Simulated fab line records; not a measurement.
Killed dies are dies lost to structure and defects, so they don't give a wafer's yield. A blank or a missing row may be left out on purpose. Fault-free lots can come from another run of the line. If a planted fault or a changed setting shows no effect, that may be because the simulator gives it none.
fab line records ; flow nand-harc
record lots=6; wafers=18; last-day=24
route steps=1159 shown A_STAIRCASE@630
lots untouched by any fault: they come from a run of this same line in which no faults occurred
start-h: start of the lot's first displayed wafer, in hours after the record's first day ; wait-h: how many hours have passed since the lot's step before this one ; " repeats the value in the row above ; L1.1+2: a single row standing in for several wafers ; - value missing, or start not given ; * or withheld: withheld ; < > ~ a bound
route shown NAME@n: NAME is a module with steps in the file, n the number in the route of the first one ; usual: mean/standard deviation of fault-free wafers ; same: alike in all rows ; chamber/n: place in a boat ; sites: the reading at each site ; _std_site: standard deviation of those values ; _edge_site: mean of outer sites minus mean of inner sites ; radius-mm: how far each site lies from the wafer's centre ; mask NAME#n: copy n ; behind: the tool/chamber that last shaped the wafer ; hold: the reason the lot was held/the length of the hold in hours/how it ended ; device: whichever transistor did not switch (one of n, p or np) ; end of line: tests run on the same wafers once the route is complete ; a step without rows: its recipe alone ; killed: dies that structure and defects cost at the first sort, which is not the same as the wafer's yield ; map: dies across one wafer; x = killed, . = not, _ = none there
set.NAME: the run value of the setting; set.NAME@STEP: its run value at that earlier step ; model.NAME: the simulator's own value behind a step, which no gauge read
a table for each step, a row for each wafer; lots at some steps of the route
services: from which hour (start-h, from the record's first day; less than 0 if before it) a tool's chamber was out of use, for how many hours, and why
## steps
# step NHARC_A_STAIRCASE_ETCH_236
# recipe target-depth-a=1000; time-s=40.5; ion-energy-ev=400; c4f8-flow-sccm=20; o2-flow-sccm=10; ar-flow-sccm=withheld; rf-w=600; bias-w=1000; chemistry=C4F8/O2
# usual oes-product-au=0.943/0.01; rf-vpp-V=894/6.1
lot.wafer;tool;chamber;start-h;wait-h;oes-product-au;rf-hours-counter-h;rf-vpp-V
L721.1;rie-diel-01;0;-;-;0.937;39;888
L721.2;rie-diel-01;2;-;-;0.939;40;896
L721.6;rie-diel-01;3;-;-;0.946;-;902
L729.1;rie-diel-12;1;-;-;0.973;34;902
L729.5;rie-diel-12;2;-;-;0.947;-;886
L729.6;rie-diel-12;3;-;-;0.952;-;904
L728.3;rie-diel-10;1;-;-;0.943;45;889
L728.1;rie-diel-10;2;-;-;0.940;43;889
L728.5;rie-diel-10;3;-;-;0.940;-;894
L736.4;rie-diel-10;1;-;-;0.945;63;889
L736.2;rie-diel-10;3;-;-;0.934;52;894
L736.6;rie-diel-10;0;-;-;0.943;-;893
L739.4;rie-diel-01;0;-;-;0.924;12;887
L739.1;rie-diel-01;1;-;-;0.932;11;898
L739.5;rie-diel-01;0;-;-;0.918;-;886
L741.4;rie-diel-01;1;-;-;0.961;20;898
L741.2;rie-diel-01;2;-;-;0.953;19;895
L741.1;rie-diel-01;3;-;-;0.935;20;902
# step NHARC_A_STAIRCASE_STRIP_238
# recipe power-w=1500; temp-c=250; chemistry=O2
# usual drypump-motor-current-A=5.8/0.46; heater-power-w=358/31
lot.wafer;tool;chamber;start-h;wait-h;drypump-motor-current-A;heater-power-w;rf-hours-counter-h
L721.2;plasma-asher-02;0;260.22;0.1;5.7;346;24
L721.1;plasma-asher-02;1;260.22;0.1;5.2;328;24
L721.6;plasma-asher-02;0;260.22;0.1;5.7;348;-
L729.1;plasma-asher-01;1;299.08;0.1;5.7;363;3
L729.6;plasma-asher-01;1;299.08;0.1;5.8;359;-
L729.5;plasma-asher-01;0;299.08;0.1;6.5;420;-
L728.1;plasma-asher-01;1;299.41;0.2;5.8;367;3
L728.3;plasma-asher-01;0;299.41;0.2;6.5;391;-
L728.5;plasma-asher-01;0;299.41;0.2;6.4;414;-
L736.2;plasma-asher-01;1;343.11;0.1;5.8;359;19
L736.4;plasma-asher-01;1;343.11;0.1;5.8;364;-
L736.6;plasma-asher-01;1;343.11;0.1;5.8;366;-
L739.1;plasma-asher-02;0;349.32;0.1;5.7;337;56
L739.4;plasma-asher-02;1;349.32;0.1;5.2;322;-
L739.5;plasma-asher-02;0;349.32;0.1;5.7;351;-
L741.1;plasma-asher-01;0;365.43;0.4;6.5;407;25
L741.2;plasma-asher-01;1;365.43;0.4;5.8;360;25
L741.4;plasma-asher-01;1;365.43;0.4;5.8;361;-
# step NHARC_A_STAIRCASE_STRIP_239
# recipe time-s=900; temp-c=130; chemistry=SPM
# step NHARC_A_STAIRCASE_PRECLEAN_240
# recipe time-s=*; temp-c=50; bath-age-min=0; chemistry=SC1
# step NHARC_A_STAIRCASE_SRD_241
# step NHARC_A_STAIRCASE_DEHYDRATE_242
# recipe temp-c=150; time-s=120
# step NHARC_A_STAIRCASE_HMDS_243
# recipe time-s=30
# step NHARC_A_STAIRCASE_COAT_244
# recipe spin-rpm=1200
# step NHARC_A_STAIRCASE_SOFTBAKE_245
# recipe temp-c=135; time-s=170
# step NHARC_A_STAIRCASE_EBR_246
# step NHARC_A_STAIRCASE_EXPOSE_247
# recipe na=0.5; dose-mj=25.34; mask-id=SDS_1
# step NHARC_A_STAIRCASE_PEB_248
# recipe peb-temp-c=115; peb-time-s=130
# usual chill-plate-temp-C=23.01/0.11; exhaust-pa=45.2/0.9; resist-line-temp-C=23.00/0.11
lot.wafer;tool;chamber;start-h;wait-h;chill-plate-temp-C;exhaust-pa;resist-line-temp-C
L721.1;litho-track-02;0;261.44;0.1;23.03;46.1;22.90
L721.2;litho-track-02;0;261.44;0.1;23.02;44.9;23.08
L721.6;litho-track-02;0;261.44;0.1;23.02;46.1;22.83
L729.1;litho-track-03;-;300.16;0.1;-;-;-
L729.5;litho-track-03;-;300.16;0.1;-;-;-
L729.6;litho-track-03;-;300.16;0.1;-;-;-
L728.1;litho-track-05;-;300.57;0.1;-;-;-
L728.3;litho-track-05;-;300.57;0.1;-;-;-
L728.5;litho-track-05;-;300.57;0.1;-;-;-
L736.2;litho-track-05;0;344.19;0.1;22.98;45.7;22.90
L736.4;litho-track-05;0;344.19;0.1;22.92;45.2;22.99
L736.6;litho-track-05;0;344.19;0.1;22.96;45.7;23.16
L739.1;litho-track-03;0;350.47;0.1;22.89;45.0;23.08
L739.4;litho-track-03;0;350.47;0.1;23.00;47.0;22.89
L739.5;litho-track-03;0;350.47;0.1;23.10;45.4;23.12
L741.1;litho-track-03;0;366.64;0.1;22.99;45.4;22.86
L741.2;litho-track-03;0;366.64;0.1;23.07;45.1;22.94
L741.4;litho-track-03;0;366.64;0.1;23.07;47.5;23.00
# step NHARC_A_STAIRCASE_DEVELOP_249
# recipe time-s=140
## services
tool;chamber;start-h;hours;kind
litho-track-05;-;237.00;7.0;pm
plasma-asher-02;-;242.83;1.2;repair
rie-diel-01;0;245.52;-;clean
rie-diel-01;1;245.52;-;clean
rie-diel-01;2;245.52;-;clean
rie-diel-01;3;245.52;-;clean
rie-diel-01;0;270.10;-;clean
rie-diel-01;1;270.10;-;clean
rie-diel-01;2;270.10;-;clean
rie-diel-01;3;270.10;-;clean
plasma-asher-01;-;276.00;9.0;pm
plasma-asher-01;0;276.00;9.0;vent-cycle
plasma-asher-01;1;276.00;9.0;vent-cycle
plasma-asher-01;0;285.00;-;clean
plasma-asher-01;1;285.00;-;clean
rie-diel-12;2;285.43;4.8;repair
plasma-asher-01;-;289.04;3.3;repair
rie-diel-01;0;294.71;-;clean
rie-diel-01;-;314.99;9.0;pm
rie-diel-12;3;334.04;1.7;repair
litho-track-02;-;340.01;7.0;pm
rie-diel-10;-;354.21;9.0;pm
plasma-asher-01;-;355.74;1.9;repair
plasma-asher-02;-;360.00;9.0;pm
## key
first-sign step=NHARC_A_STAIRCASE_PEB_248; reading=tool-record; direction=missing
effect none on later readings
met-at NHARC_A_STAIRCASE_PEB_248
struck-wafers L728.1,L728.3,L728.5,L729.1,L729.5,L729.6
later-rows-left-out L728.1,L728.3,L728.5,L729.1,L729.5,L729.6
sort-left-out L728.1,L728.3,L728.5,L729.1,L729.5,L729.6
tester-left-out L728,L729
fault kind=skipped-step-whole; tool=litho-track-03,litho-track-05; chamber=-; onset-h=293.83; steps=NHARC_A_STAIRCASE_PEB_248; scope=struck-lots-only
# tester-left-out: of these lots the tester's yield and bins aren't shown, on N5 and GAA mostly nor the transistor test; their killed dies are dies lost to structure and defects alone, not to doping, threshold or leakage, so they don't give the yield
# sort-left-out: the simulated sort isn't trusted on such a fault, so these wafers' sort isn't shown, and their yield isn't known
# later-rows-left-out: the simulator's readings of these wafers behind a module that went badly wrong aren't trusted and aren't shown, but for the sort
